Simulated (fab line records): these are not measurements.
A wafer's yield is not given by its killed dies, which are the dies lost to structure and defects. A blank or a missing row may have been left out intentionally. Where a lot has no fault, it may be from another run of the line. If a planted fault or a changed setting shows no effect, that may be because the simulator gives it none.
Matching of chambers ; flow n5 finfet ; rie diel-06 running N5_BEOL_M11_STRIP_67: 4 sister chambers
The step strips in CF4. 8 wafers are shown with their chamber, then 11 later ones without.

== WAFERS, EACH WITH ITS CHAMBER ==
wafer;chamber;showerhead plenum p Torr (Torr);throttle valve pct (%)
L079.4;3;1.75;13.00
L079.6;1;1.71;13.97
L080.2;3;1.75;12.99
L082.1;1;1.70;13.99
L083.1;0;1.80;13.52
L083.4;2;1.87;13.56
L083.5;2;1.87;13.54
L081.1;0;1.80;13.52

== WAFERS WHOSE CHAMBER IS MISSING ==
wafer;showerhead plenum p Torr (Torr);throttle valve pct (%)
L081.4;1.70;13.97
L081.5;1.70;13.98
L089.2;1.74;13.05
L089.4;1.79;13.55
L089.6;1.74;13.06
L092.2;1.91;13.41
L092.4;1.87;13.57
L092.5;1.79;13.56
L096.2;1.79;13.60
L096.3;1.86;13.60
L096.5;1.86;13.58

== EACH ONE'S CHAMBER ==
wafer;from the rows above;in truth
L081.4;1;1
L081.5;1;1
L089.2;3;3
L089.4;0;0
L089.6;3;3
L092.2;2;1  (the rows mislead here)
L092.4;2;2
L092.5;0;0
L096.2;0;0
L096.3;2;2
L096.5;2;2
Correct placement for 10 of the 11. Left unplaced by these rows: 0. Number placed wrongly: 1.
How it was worked out, from the rows above alone: a wafer's distance from a chamber is the root of the sum, over the readings, of the square of ((its reading less the chamber's mean) divided by the reading's scatter). If the next closest chamber is less than 2 further off than the closest, the wafer can't be placed; otherwise it belongs to the closest. For every chamber, the mean is computed from those of its wafers that are shown. The scatter: the root of (the sum of the squares of (reading less its chamber's mean) over the shown wafers, divided by (wafers less chambers)).
